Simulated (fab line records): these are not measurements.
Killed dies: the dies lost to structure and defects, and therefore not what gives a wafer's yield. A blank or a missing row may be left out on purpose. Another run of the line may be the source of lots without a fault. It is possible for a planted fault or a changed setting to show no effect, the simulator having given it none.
fab line records -- flow n5Finfet
record lots=11, wafers=33, lastDay=18
route steps=1938 shown BEOL_M15@1791 PASSIVATION@1936
lots untouched by any fault: they come from a run of this same line in which no faults occurred
startH: the number of hours between the record's first day and the start of the first shown wafer of the lot -- waitH: hours since the lot's step before -- " as in the row above -- L1.1+2: one row covering several wafers at once -- - either no value or no given start -- * or withheld: withheld -- < > ~ a bound
route shown NAME@n: a module of which the file shows steps, and the number in the route of the first -- usual: mean/standard deviation of fault-free wafers -- same: alike in all rows -- chamber/n: place in a boat -- sites: each site's reading -- _std_site: how widely they spread, as a standard deviation -- _edge_site: outer sites' mean less inner sites' -- radiusMm: how far each site lies from the wafer's centre -- mask NAME#n: copy n -- behind: the last tool/chamber to shape the wafer -- hold: why the lot went on hold/how many hours it stayed there/how the hold came to an end -- device: names the non-switching transistor (n, p or np) -- end of line: the same wafers' tests at the end of the route -- a step given without rows: its recipe and nothing more -- killed: at the first sort, the dies lost to defects and structure; wafer yield is something else -- map: a wafer's dies, marking killed ones x, the rest . and places with no die _
set.NAME: the setting as run; set.NAME@STEP: as run at that earlier step -- model.NAME: the simulator's own value behind a step, which no gauge read
a sample of lots followed through the steps of the route, with each step as a table and each wafer as a row
services: a tool's chamber out of use, with start hour (startH, from the record's first day; less than 0 if before it), hours out, and reason
## steps
# step N5_BEOL_M15_STRIP_65
# recipe chemistry=postEtchResidueRemover, timeS=60, tempC=25, removerPh=withheld, removerWaterWtPct=withheld, removerFluorideWtPct=withheld
lot.wafer,tool,chamber,startH,waitH
L642.2+3+5,wetBench-06,"7,2,5",297.10,-
L640.1+3+5,wetBench-06,"4,2,5",299.23,-
L643.2+4+6,wetBench-05,"1,3,5",305.51,-
L644.1+4+6,wetBench-06,"4,5,2",314.72,-
L645.1+2+4,wetBench-05,"6,5,2",325.18,-
L646.1+3+4,wetBench-04,"7,0,6",325.42,-
L651.2+4+6,wetBench-04,"4,2,3",338.69,-
L655.1+2+4,wetBench-05,"5,3,4",370.83,-
L652.2+4+5,wetBench-06,"0,7,1",371.75,-
L658.2+3+5,wetBench-04,"2,6,7",404.55,-
L661.1+3+4,wetBench-04,"1,0,7",409.12,-
# step N5_BEOL_M15_INSPECT_30
# recipe mode=adi, inspectInstrument=macro
# usual rawDefectCount=2.2/1.5
lot.wafer,tool,chamber,startH,waitH,rawDefectCount
L642.2,defectInspect-01,-,298.21,0.0,5
L642.3,defectInspect-01,-,298.21,0.0,4
L642.5,defectInspect-01,-,298.21,0.0,1
L640.1,defectInspect-01,-,300.22,0.0,1
L640.3,defectInspect-01,-,300.22,0.0,2
L640.5,defectInspect-01,-,300.22,0.0,0
L643.2,defectInspect-01,-,306.63,0.0,2
L643.4,defectInspect-01,-,306.63,0.0,4
L643.6,defectInspect-01,-,306.63,0.0,2
L644.1,defectInspect-02,-,315.98,0.0,5
L644.4,defectInspect-02,-,315.98,0.0,4
L644.6,defectInspect-02,-,315.98,0.0,3
L645.1,defectInspect-02,-,326.35,0.0,1
L645.2,defectInspect-02,-,326.35,0.0,4
L645.4,defectInspect-02,-,326.35,0.0,2
L646.1,defectInspect-01,-,326.71,0.0,4
L646.3,defectInspect-01,-,326.71,0.0,2
L646.4,defectInspect-01,-,326.71,0.0,3
L651.2,defectInspect-02,-,339.73,0.0,1
L651.4,defectInspect-02,-,339.73,0.0,1
L651.6,defectInspect-02,-,339.73,0.0,0
L655.1,defectInspect-02,-,372.01,0.0,>300
L655.2,defectInspect-02,-,372.01,0.0,1
L655.4,defectInspect-02,-,372.01,0.0,1
L652.2,defectInspect-02,-,372.89,0.0,4
L652.4,defectInspect-02,-,372.89,0.0,1
L652.5,defectInspect-02,-,372.89,0.0,2
L658.2,defectInspect-01,-,405.66,0.0,1
L658.3,defectInspect-01,-,405.66,0.0,3
L658.5,defectInspect-01,-,405.66,0.0,1
L661.1,defectInspect-02,-,410.11,0.0,4
L661.3,defectInspect-02,-,410.11,0.0,3
L661.4,defectInspect-02,-,410.11,0.0,2
# step N5_BEOL_M15_DESCUM_33
# recipe chemistry=O2, timeS=7.9, sourcePowerW=50, biasPowerW=20, pressureMtorr=20, rfFrequencyHz=2.712e+07, tempC=40, o2FlowSccm=225
# usual drypumpMotorCurrentA=5.8/0.58, oesProductAu=0.77/0.084, rfVppV=242.7/1.5, showerheadPlenumPTorr=2.07/0.069, throttleValvePct=20.51/0.18
lot.wafer,tool,chamber,startH,waitH,drypumpMotorCurrentA,oesProductAu,rfHoursCounterH,rfVppV,showerheadPlenumPTorr,throttleValvePct
L642.2,rieDiel-04,1,298.58,0.4,5.1,0.83,72,244.4,2.12,20.55
L642.3,rieDiel-04,0,298.58,0.4,6.0,0.85,66,241.8,2.04,20.32
L642.5,rieDiel-04,1,298.58,0.4,5.1,0.82,-,243.5,2.12,20.55
L640.1,rieDiel-06,3,300.25,0.0,4.9,0.71,188,241.4,2.07,20.52
L640.3,rieDiel-06,1,300.25,0.0,6.0,0.69,229,244.9,2.15,20.76
L640.5,rieDiel-06,1,300.25,0.0,6.0,0.69,-,243.9,2.15,20.77
L643.2,rieDiel-04,2,306.66,0.0,5.2,0.68,235,239.6,1.98,20.53
L643.4,rieDiel-04,1,306.66,0.0,5.2,0.82,-,243.7,2.12,20.55
L643.6,rieDiel-04,2,306.66,0.0,5.2,0.67,-,240.1,1.98,20.52
L644.1,rieDiel-04,0,316.81,0.8,6.0,0.85,73,242.9,2.03,20.32
L644.4,rieDiel-04,2,316.81,0.8,5.2,0.67,238,241.4,1.98,20.55
L644.6,rieDiel-04,1,316.81,0.8,5.1,0.82,-,243.3,2.12,20.56
L645.1,rieDiel-06,2,326.38,0.0,5.7,0.73,180,243.0,1.98,20.53
L645.2,rieDiel-06,0,326.38,0.0,6.5,0.86,57,244.0,2.13,20.34
L645.4,rieDiel-06,1,326.38,0.0,6.0,0.68,237,245.0,2.15,20.79
L646.1,rieDiel-02,0,326.76,0.1,5.4,0.81,97,243.7,2.11,20.29
L646.3,rieDiel-02,2,326.76,0.1,6.5,0.76,116,240.4,2.03,20.42
L646.4,rieDiel-02,1,326.76,0.1,6.4,0.70,204,243.6,2.15,20.11
L651.2,rieDiel-06,0,340.42,0.7,6.5,0.84,61,242.3,2.13,20.35
L651.4,rieDiel-06,3,340.42,0.7,4.9,0.70,201,243.9,2.07,20.52
L651.6,rieDiel-06,2,340.42,0.7,5.7,0.72,-,240.8,1.98,20.54
L655.1,rieDiel-06,3,372.58,0.6,4.9,0.69,211,241.3,2.07,20.53
L655.2,rieDiel-06,2,372.58,0.6,5.7,0.71,192,241.9,1.98,20.55
L655.4,rieDiel-06,1,372.58,0.6,6.0,0.66,250,242.2,2.15,20.81
L652.2,rieDiel-06,2,373.20,0.3,5.7,0.71,192,240.4,1.98,20.56
L652.4,rieDiel-06,3,373.20,0.3,4.9,0.70,211,242.8,2.07,20.55
L652.5,rieDiel-06,2,373.20,0.3,5.7,0.71,-,241.4,1.98,20.56
L658.2,rieDiel-04,0,405.73,0.1,6.0,0.82,100,241.9,2.03,20.37
L658.3,rieDiel-04,2,405.73,0.1,5.2,0.97,12,243.6,2.24,20.34
L658.5,rieDiel-04,3,405.73,0.1,5.6,0.73,-,241.5,2.00,20.64
L661.1,rieDiel-06,1,410.15,0.0,6.0,1.01,1,243.1,2.14,20.48
L661.3,rieDiel-06,3,410.15,0.0,4.9,0.69,224,244.5,2.06,20.60
L661.4,rieDiel-06,0,410.15,0.0,6.5,0.80,84,243.4,2.12,20.39
# step N5_BEOL_M15_ETCH_61
# recipe chemistry=N2/H2, target=BARC, targetDepthA=890, overetchA=267, timeS=67.9, ionEnergyEv=200, pressureMtorr=30, sourceW=840, biasW=150, n2FlowSccm=200, h2FlowSccm=200
# usual drypumpMotorCurrentA=5.8/0.58, oesProductAu=0.66/0.065, rfVppV=523.1/2.4, showerheadPlenumPTorr=2.51/0.085, throttleValvePct=17.98/0.22
lot.wafer,tool,chamber,startH,waitH,drypumpMotorCurrentA,oesProductAu,rfHoursCounterH,rfVppV,showerheadPlenumPTorr,throttleValvePct
L642.2,rieDiel-04,1,298.62,0.0,5.1,0.70,72,522.9,2.56,17.93
L642.3,rieDiel-04,0,298.62,0.0,6.0,0.74,66,522.1,2.47,17.77
L642.5,rieDiel-04,1,298.62,0.0,5.1,0.70,-,522.9,2.56,17.93
L640.1,rieDiel-06,3,300.29,0.0,4.9,0.62,188,524.0,2.53,18.00
L640.3,rieDiel-06,1,300.29,0.0,6.0,0.59,229,525.2,2.62,18.32
L640.5,rieDiel-06,1,300.29,0.0,6.0,0.59,-,525.2,2.62,18.31
L643.2,rieDiel-04,2,306.70,0.0,5.2,0.58,235,520.9,2.39,17.80
L643.4,rieDiel-04,1,306.70,0.0,5.1,0.70,-,525.3,2.56,17.96
L643.6,rieDiel-04,2,306.70,0.0,5.2,0.58,-,520.5,2.39,17.79
L644.1,rieDiel-04,0,316.84,0.0,6.0,0.73,73,521.5,2.47,17.77
L644.4,rieDiel-04,2,316.84,0.0,5.2,0.59,238,520.2,2.39,17.81
L644.6,rieDiel-04,1,316.84,0.0,5.1,0.69,-,524.7,2.56,17.95
L645.1,rieDiel-06,2,326.42,0.0,5.7,0.63,180,520.0,2.43,18.09
L645.2,rieDiel-06,0,326.42,0.0,6.5,0.70,57,525.4,2.58,17.85
L645.4,rieDiel-06,1,326.42,0.0,6.0,0.59,237,526.6,2.62,18.34
L646.1,rieDiel-02,0,326.80,0.0,5.4,0.70,97,523.4,2.57,17.82
L646.3,rieDiel-02,2,326.80,0.0,6.5,0.67,116,521.8,2.45,17.80
L646.4,rieDiel-02,1,326.80,0.0,6.4,0.61,204,524.6,2.64,17.75
L651.2,rieDiel-06,0,340.46,0.0,6.5,0.71,61,525.6,2.58,17.84
L651.4,rieDiel-06,3,340.46,0.0,4.9,0.61,201,525.0,2.53,18.04
L651.6,rieDiel-06,2,340.46,0.0,5.6,0.63,-,520.6,2.43,18.08
L655.1,rieDiel-06,3,372.61,0.0,5.0,0.61,211,523.3,2.52,18.06
L655.2,rieDiel-06,2,372.61,0.0,5.7,0.62,192,519.6,2.42,18.10
L655.4,rieDiel-06,1,372.61,0.0,6.0,0.59,250,525.3,2.62,18.35
L652.2,rieDiel-06,2,373.23,0.0,5.7,0.62,192,521.4,2.42,18.12
L652.4,rieDiel-06,3,373.23,0.0,5.0,0.61,211,522.7,2.52,18.06
L652.5,rieDiel-06,2,373.23,0.0,5.6,0.62,-,519.8,2.42,18.10
L658.2,rieDiel-04,0,405.77,0.0,6.0,0.70,100,521.6,2.46,17.82
L658.3,rieDiel-04,2,405.77,0.0,5.2,0.82,12,528.5,2.70,17.50
L658.5,rieDiel-04,3,405.77,0.0,5.6,0.63,-,520.5,2.41,18.07
L661.1,rieDiel-06,1,410.18,0.0,6.0,0.84,1,525.2,2.61,17.96
L661.3,rieDiel-06,3,410.18,0.0,4.9,0.60,224,523.6,2.52,18.08
L661.4,rieDiel-06,0,410.18,0.0,6.5,0.68,84,524.4,2.57,17.89
# step N5_BEOL_M15_PRE_CLEAN_42
# recipe gas=H2/He, timeS=30, tempC=300
# usual heaterPowerW=450/51
lot.wafer,tool,chamber,startH,waitH,heaterPowerW
L642.2,pvdSputter-01,-,304.23,0.0,535
L642.3,pvdSputter-01,-,304.23,0.0,378
L642.5,pvdSputter-01,-,304.23,0.0,366
L640.1,pvdSputter-03,-,304.29,0.0,438
L640.3,pvdSputter-03,-,304.29,0.0,446
L640.5,pvdSputter-03,-,304.29,0.0,447
L643.2,pvdSputter-01,-,307.48,0.0,365
L643.4,pvdSputter-01,-,307.48,0.0,491
L643.6,pvdSputter-01,-,307.48,0.0,497
L644.1,pvdSputter-01,-,321.55,0.0,369
L644.4,pvdSputter-01,-,321.55,0.0,418
L644.6,pvdSputter-01,-,321.55,0.0,371
L645.1,pvdSputter-03,-,331.53,0.0,422
L645.2,pvdSputter-03,-,331.53,0.0,448
L645.4,pvdSputter-03,-,331.53,0.0,471
L646.1,pvdSputter-02,-,331.76,0.0,420
L646.3,pvdSputter-02,-,331.76,0.0,438
L646.4,pvdSputter-02,-,331.76,0.0,492
L651.2,pvdSputter-01,-,342.98,0.0,498
L651.4,pvdSputter-01,-,342.98,0.0,420
L651.6,pvdSputter-01,-,342.98,0.0,411
L655.1,pvdSputter-01,-,373.29,0.0,420
L655.2,pvdSputter-01,-,373.29,0.0,496
L655.4,pvdSputter-01,-,373.29,0.0,530
L652.2,pvdSputter-01,-,379.00,0.0,516
L652.4,pvdSputter-01,-,379.00,0.0,372
L652.5,pvdSputter-01,-,379.00,0.0,538
L658.2,pvdSputter-01,-,406.87,0.0,368
L658.3,pvdSputter-01,-,406.87,0.0,426
L658.5,pvdSputter-01,-,406.87,0.0,547
L661.1,pvdSputter-01,-,411.51,0.0,497
L661.3,pvdSputter-01,-,411.51,0.0,537
L661.4,pvdSputter-01,-,411.51,0.0,366
# step N5_PASSIVATION_PROBE_49
# usual defectLimitedYield=91.0/1.4, killed_at_M0_to_M3=33/11, killed_at_M4_up=14/5, killedAtContacts=11/7.3, killedAtFrontEnd=43/12, killedAtOther=4/3.1, killedDies=106/17, killedOpen=69/13, killedShort=34/8.7, sort_bin_5_function=5.2/0.96, sort_bin_6_memory=3.3/0.66, sortNPass=1074/17, sortYieldPct=91.0/1.4
# same grossDies=1180, killedAtBackSide=0, sort_bin_4_leakage[%]=0, sort_bin_8_speed[%]=0
lot.wafer,tool,chamber,startH,waitH,defectLimitedYield[%],killed_at_M0_to_M3,killed_at_M4_up,killedAtContacts,killedAtFrontEnd,killedAtOther,killedDies,killedOpen,killedShort,sort_bin_5_function[%],sort_bin_6_memory[%],sortNPass,sortYieldPct[%]
L645.1,prober-02,-,348.55,0.0,92.7,31,10,3,42,0,86,49,36,4.1,2.7,1094,92.7
L645.2,prober-02,-,348.60,0.1,91.4,44,14,6,37,1,102,52,44,4.8,2.8,1078,91.4
L645.4,prober-02,-,348.70,0.2,92.5,35,10,9,32,2,88,58,23,4.3,2.4,1092,92.5
L646.1,prober-01,-,349.13,0.0,90.5,37,25,12,32,6,112,81,31,5.8,3.6,1068,90.5
L646.3,prober-01,-,349.23,0.1,92.9,33,14,1,29,7,84,50,30,4.9,1.8,1096,92.9
L646.4,prober-01,-,349.28,0.2,90.2,49,13,9,42,3,116,64,50,5.8,3.3,1064,90.2
L651.2,prober-02,-,357.36,0.1,92.5,26,10,14,38,1,89,56,31,4.5,2.4,1091,92.5
L651.4,prober-02,-,357.46,0.2,89.1,34,20,4,67,4,129,72,50,6.1,3.5,1051,89.1
L651.6,prober-02,-,357.56,0.3,88.7,41,18,7,64,3,133,83,47,6.6,3.8,1047,88.7
L655.1,prober-01,-,389.84,0.0,82.9,29,121,4,47,1,202,64,26,10.6,4.3,978,82.9
L655.2,prober-01,-,389.89,0.1,89.2,16,22,11,70,8,127,88,33,6.0,4.2,1053,89.2
L655.4,prober-01,-,389.99,0.2,88.6,39,11,11,63,11,135,88,40,7.4,3.4,1045,88.6
L652.2,prober-01,-,394.34,0.1,90.3,27,11,9,63,5,115,67,48,5.2,3.9,1065,90.3
L652.5,prober-01,-,394.49,0.2,89.4,26,20,6,67,6,125,79,40,6.0,4.2,1055,89.4
# killed by level:class
L645.1 STI_FIN_REVEAL:geometricParticle:open=16 BEOL_M3:geometricParticle:open=7 GATE_CUT:geometricParticle:short=6 BEOL_M0_SAQP:geometricParticle:short=6 DUMMY_GATE:geometricParticle:open=4 BEOL_M0_SAQP:geometricParticle:open=4 FIN_SAQP:geometricParticle:short=3 STI_FIN_REVEAL:geometricParticle:short=3
L645.2 GATE_CUT:geometricParticle:short=10 BEOL_M3:geometricParticle:open=9 BEOL_M0_SAQP:geometricParticle:open=9 BEOL_M0_SAQP:geometricParticle:short=8 BEOL_M1:geometricParticle:open=7 BEOL_M2:geometricParticle:open=5 BEOL_M3:geometricParticle:short=5 FIN_SAQP:geometricParticle:open=4
L645.4 BEOL_M2:geometricParticle:open=11 BEOL_M3:geometricParticle:open=9 MOL_CONTACT_COAG:geometricParticle:open=6 BEOL_M2:geometricParticle:short=6 FIN_SAQP:geometricParticle:open=5 DUMMY_GATE:geometricParticle:open=5 BEOL_M0_SAQP:geometricParticle:short=5 HKMG_FIN:areaEtch=5
L646.1 BEOL_M4:geometricParticle:open=12 MOL_CONTACT_COAG:geometricParticle:open=11 BEOL_M3:geometricParticle:open=11 BEOL_M2:geometricParticle:open=9 STI_FIN_REVEAL:geometricParticle:open=8 BEOL_M0_SAQP:geometricParticle:short=7 FIN_SAQP:geometricParticle:open=6 FIN_SAQP:geometricParticle:short=6
L646.3 BEOL_M3:geometricParticle:open=8 BEOL_M1:geometricParticle:open=7 FIN_SAQP:geometricParticle:short=6 STI_FIN_REVEAL:geometricParticle:open=6 BEOL_M2:geometricParticle:open=5 FIN_SAQP:geometricParticle:open=4 BEOL_M0_SAQP:geometricParticle:short=4 BEOL_M3:geometricParticle:short=4
L646.4 BEOL_M0_SAQP:geometricParticle:open=12 BEOL_M1:geometricParticle:open=10 FIN_SAQP:geometricParticle:short=9 BEOL_M0_SAQP:geometricParticle:short=8 GATE_CUT:geometricParticle:open=7 GATE_CUT:geometricParticle:short=6 MOL_CONTACT_COAG:geometricParticle:open=6 BEOL_M2:geometricParticle:open=6
L651.2 MOL_CONTACT_COAG:geometricParticle:open=11 FIN_SAQP:geometricParticle:short=7 GATE_CUT:geometricParticle:short=7 BEOL_M0_SAQP:geometricParticle:short=6 BEOL_M0_SAQP:geometricParticle:open=6 BEOL_M2:geometricParticle:open=5 BEOL_M3:geometricParticle:open=5 STARTING-WAFER:geometricParticle:open=5
L651.4 GATE_CUT:geometricParticle:short=14 FIN_SAQP:geometricParticle:short=12 BEOL_M4:geometricParticle:open=12 FIN_SAQP:geometricParticle:open=11 BEOL_M0_SAQP:geometricParticle:open=9 HKMG_FIN:areaEtch=7 STI_FIN_REVEAL:geometricParticle:open=6 BEOL_M1:geometricParticle:open=6
L651.6 FIN_SAQP:geometricParticle:short=20 BEOL_M0_SAQP:geometricParticle:open=12 FIN_SAQP:geometricParticle:open=10 BEOL_M2:geometricParticle:open=10 BEOL_M4:geometricParticle:open=9 DUMMY_GATE:geometricParticle:open=6 GATE_CUT:geometricParticle:short=5 MOL_CONTACT_COAG:geometricParticle:open=5
L655.1 BEOL_M15:unspecified=111 STI_FIN_REVEAL:geometricParticle:open=19 FIN_SAQP:geometricParticle:short=10 FIN_SAQP:geometricParticle:open=9 BEOL_M2:geometricParticle:open=7 BEOL_M3:geometricParticle:open=6 BEOL_M0_SAQP:geometricParticle:open=5 STI_FIN_REVEAL:geometricParticle:short=3
L655.2 STI_FIN_REVEAL:geometricParticle:open=26 FIN_SAQP:geometricParticle:open=17 MOL_CONTACT_COAG:geometricParticle:open=8 FIN_SAQP:geometricParticle:short=7 STI_FIN_REVEAL:geometricParticle:short=7 BEOL_M4:geometricParticle:open=6 BEOL_M5:geometricParticle:open=5 BEOL_M0_SAQP:geometricParticle:open=4
L655.4 STI_FIN_REVEAL:geometricParticle:open=23 FIN_SAQP:geometricParticle:open=16 BEOL_M0_SAQP:geometricParticle:open=12 FIN_SAQP:geometricParticle:short=11 MOL_CONTACT_COAG:geometricParticle:open=9 BEOL_M2:geometricParticle:open=7 BEOL_M3:geometricParticle:open=5 BEOL_M4:geometricParticle:open=4
L652.2 FIN_SAQP:geometricParticle:short=16 STI_FIN_REVEAL:geometricParticle:open=12 GATE_CUT:geometricParticle:short=10 MOL_CONTACT_COAG:geometricParticle:open=9 BEOL_M0_SAQP:geometricParticle:open=9 DUMMY_GATE:geometricParticle:open=7 BEOL_M2:geometricParticle:open=6 BEOL_M0_SAQP:geometricParticle:short=5
L652.5 STI_FIN_REVEAL:geometricParticle:open=20 BEOL_M0_SAQP:geometricParticle:open=9 FIN_SAQP:geometricParticle:open=8 BEOL_M0_SAQP:geometricParticle:short=8 BEOL_M4:geometricParticle:open=8 FIN_SAQP:geometricParticle:short=7 DUMMY_GATE:geometricParticle:open=7 GATE_CUT:geometricParticle:short=7
## services
tool,chamber,startH,hours,kind
rieDiel-06,3,296.14,2.1,repair
rieDiel-02,2,333.65,4.7,repair
wetBench-04,-,345.69,7.7,repair
wetBench-06,-,350.08,1.9,pm
rieDiel-04,2,352.44,-,clean
rieDiel-04,2,352.44,-,consumableReplace:focusRing
rieDiel-04,2,352.44,-,consumableReplace:showerhead
pvdSputter-03,-,353.36,1.1,repair
pvdSputter-03,-,355.01,3.2,repair
rieDiel-06,1,373.44,-,clean
rieDiel-06,1,373.44,-,consumableReplace:focusRing
rieDiel-06,1,373.44,28.9,scheduledDown
rieDiel-06,1,373.44,28.9,ventCycle
rieDiel-02,0,410.64,6.7,repair
## key
firstSign step=N5_BEOL_M15_INSPECT_30, reading=rawDefectCount, direction=up, sigmas=99+, usual=2.2, struck=>300
effect step=N5_PASSIVATION_PROBE_49, reading=killed_at_M4_up, direction=up, sigmas=21, usual=14, struck=121
moreKillsBornAt N5_BEOL_M15_STRIP_65@wetBench-05=111
metAt N5_BEOL_M15_STRIP_65
struckLots L655
struckWafers L655.1
notActingAt N5_BEOL_M15_DESCUM_33,N5_BEOL_M15_ETCH_61,N5_BEOL_M15_PRE_CLEAN_42
onsetBetween 325.18 370.83
fault kind=chamberParticleSource, tool=wetBench-05, chamber=5, onsetH=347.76, steps=N5_BEOL_M15_STRIP_65, ratePerVisitCm2=0.64803, endH=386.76
